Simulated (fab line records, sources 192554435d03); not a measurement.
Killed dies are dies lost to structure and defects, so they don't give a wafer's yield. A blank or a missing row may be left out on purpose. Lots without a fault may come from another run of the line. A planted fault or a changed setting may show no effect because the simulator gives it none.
Which tool did it? | flow n5_finfet | 11 lots, 33 wafers sampled, at 2 steps of a route of 1938

WHAT THE GAUGES READ, wafer by wafer
N5_BEOL_M5_INSPECT_58: inspects for defects (darkfield).
lot  | measured     | on                | raw_defect_count
L731 | day 9 03:07  | defect_inspect-02 | 48 44 91
L732 | day 9 11:56  | defect_inspect-01 | 128 67 98
L733 | day 9 12:17  | defect_inspect-02 | 26 35 38
L735 | day 10 11:10 | defect_inspect-02 | 84 123 63
L736 | day 10 14:31 | defect_inspect-01 | 80 99 55
L737 | day 10 18:58 | defect_inspect-01 | 117 80 82
L739 | day 11 10:11 | defect_inspect-01 | 57 59 56
L738 | day 11 17:32 | defect_inspect-01 | 66 45 66
L747 | day 13 01:23 | defect_inspect-02 | 115 76 112
L749 | day 14 02:20 | defect_inspect-01 | 59 49 60
L750 | day 14 06:50 | defect_inspect-01 | 104 59 82

WHICH TOOL RAN EACH LOT (tool, then ch and the chambers of the sampled wafers, then the start)
lot  | N5_BEOL_M5_ANNEAL_51
L731 | rtp_anneal-02 ch 0, day 9 02:17
L732 | rtp_anneal-02 ch 0, day 9 11:03
L733 | rtp_anneal-01 ch 0, day 9 11:25
L735 | rtp_anneal-02 ch 0, day 10 10:23
L736 | rtp_anneal-02 ch 0, day 10 13:38
L737 | rtp_anneal-01 ch 0, day 10 18:04
L739 | rtp_anneal-02 ch 0, day 11 09:23
L738 | rtp_anneal-02 ch 0, day 11 16:39
L747 | rtp_anneal-02 ch 0, day 13 00:22
L749 | rtp_anneal-01 ch 0, day 14 01:25
L750 | rtp_anneal-01 ch 0, day 14 05:47
- N5_BEOL_M5_ANNEAL_51: time 90 s.

THE ANSWER, worked out from the rows above alone
Rule: what is usual is taken from the lots themselves. Put in order of their means at a reading, lots are off if they are a third of the lots or fewer, leave a main group of 4 or more, and stand apart from it by a gap of 3 or more times the standard deviation of the main group's means; of several such gaps the widest counts. A main group whose means are all the same, to the digits that the tables above print for the reading, isn't used. A lot without any number at a reading at which 4 lots or more have one is off too. The other lots that the step has rows for count as sound.
No lot is off at any reading shown: from this, nothing can be told.

WHAT THE SIMULATOR HAD PUT IN
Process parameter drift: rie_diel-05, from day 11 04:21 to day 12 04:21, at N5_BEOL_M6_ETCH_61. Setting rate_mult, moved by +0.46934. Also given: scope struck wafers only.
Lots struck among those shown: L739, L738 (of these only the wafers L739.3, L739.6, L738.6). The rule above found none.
